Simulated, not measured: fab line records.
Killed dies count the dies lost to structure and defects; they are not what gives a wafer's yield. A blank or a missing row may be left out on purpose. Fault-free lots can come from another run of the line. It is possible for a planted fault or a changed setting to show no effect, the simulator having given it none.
A lot that was struck, set against a sound lot ; flow nand-harc ; 14 steps out of a route of 1302
Sound: wafers L772.1, L772.5, L772.6. Struck: wafer L768.4 (left out: L768.1, L768.6 of the same lot, which were not struck); the cause appears at the end.
Each step with rows lists, per side, the tool, then ch with its chambers, then its first start. Under that, the readings that differ: sound wafers ; struck wafers ; difference of the means ; sigmas: that difference in standard deviations of wafers without a fault.
alike: same words and numbers on both sides, and readings whose means sit less than 2 such deviations apart. not compared: any withheld reading, any reading some wafer has no value for, any bound like >300 that may hide the same value, and any number with overlapping values for which the record gives no deviation.
The two part at a step that has a row with sigmas, a row that says differs or no value, or rows on one side only. Numbers that don't overlap but have no deviation are shown without sigmas and don't part them. A reading that every wafer of one side lacks parts them only if that side has two wafers or more.

NHARC_A_STAIRCASE_ETCH_13: etches the open film in C4F8/O2, target depth 100 nm, time 40.5 s.
  sound: rie-diel-10 ch 2,3; struck: rie-diel-11 ch 2
reading;sound;struck;difference;sigmas
rf-vpp-V (V);905 897 906;889;-14;-3
  alike: oes-product-au
  not compared: rf-hours-counter-h
then, 3 steps without rows for these wafers: NHARC_A_STAIRCASE_TRIM_14 (chemistry O2, time 211.2 s); NHARC_A_STAIRCASE_ETCH_15 (etches the open film in C4F8/O2, target depth 100 nm, time 40.5 s); NHARC_A_STAIRCASE_TRIM_16 (chemistry O2, time 211.2 s).
NHARC_A_STAIRCASE_ETCH_17: etches the open film in C4F8/O2, target depth 100 nm, time 40.5 s.
  sound: rie-diel-10 ch 0,1,2; struck: rie-diel-11 ch 0
reading;sound;struck;difference;sigmas
oes-product-au (a.u.);0.955 0.943 0.960;0.929;-0.024;-2
  alike: rf-vpp-V
  not compared: rf-hours-counter-h
then, 1 step without rows for these wafers: NHARC_A_STAIRCASE_TRIM_18 (chemistry O2, time 211.2 s).
NHARC_A_STAIRCASE_ETCH_19: etches the open film in C4F8/O2, target depth 100 nm, time 40.5 s.
  sound: rie-diel-10 ch 0,1,2; struck: rie-diel-11 ch 1
  alike: oes-product-au, rf-vpp-V
  not compared: rf-hours-counter-h
then, 3 steps without rows for these wafers: NHARC_A_STAIRCASE_TRIM_20 (chemistry O2, time 211.2 s); NHARC_A_STAIRCASE_ETCH_21 (etches the open film in C4F8/O2, target depth 100 nm, time 40.5 s); NHARC_A_STAIRCASE_TRIM_22 (chemistry O2, time 211.2 s).
NHARC_A_STAIRCASE_ETCH_23: etches the open film in C4F8/O2, target depth 100 nm, time 40.5 s.
  sound: rie-diel-11 ch 0,3; struck: rie-diel-07 ch 2
reading;sound;struck;difference;sigmas
oes-product-au (a.u.);0.967 0.968 0.966;0.936;-0.031;-3
rf-vpp-V (V);903 899 903;887;-15;-3
  not compared: rf-hours-counter-h
NHARC_A_STAIRCASE_TRIM_24: chemistry O2, time 211.2 s.
  sound on rie-diel-11 ch 1,2,3, day 21 22:37; struck on rie-diel-07 ch 2, day 20 03:34
reading;sound;struck;difference;sigmas
oes-product-au (a.u.);1.008 1.020 1.006;0.977;-0.034;-3
run-length-s (s);231.9 232.0 231.9;189.9;-42.0;-96
  alike: drypump-motor-current-A, rf-vpp-V, showerhead-plenum-p-Torr, throttle-valve-pct
  not compared: rf-hours-counter-h
NHARC_A_STAIRCASE_ETCH_25: etches the open film in C4F8/O2, target depth 100 nm, time 40.5 s.
  sound: rie-diel-11 ch 0,2,3; struck: rie-diel-07 ch 0
  alike: oes-product-au, rf-vpp-V
  not compared: rf-hours-counter-h
-- jump in the record: it breaks off in module A_STAIRCASE and resumes in module END (first step shown: number 1302 of the route), and 9 days separate the struck wafers' starts before and after --
NHARC_END_SORT_01:
  sound on prober-02 ch 0, day 30 00:36; struck on prober-02 ch 0, day 29 06:35
reading;sound;struck;difference;sigmas
killed-at-periphery;3 2 5;10;+7;+3
  alike: killed-at-array, killed-at-other, killed-dies, killed-open, killed-short

## WHERE THEY PART
First at NHARC_A_STAIRCASE_ETCH_13; last, within this record, at NHARC_END_SORT_01.

WHY: what the simulator had put in
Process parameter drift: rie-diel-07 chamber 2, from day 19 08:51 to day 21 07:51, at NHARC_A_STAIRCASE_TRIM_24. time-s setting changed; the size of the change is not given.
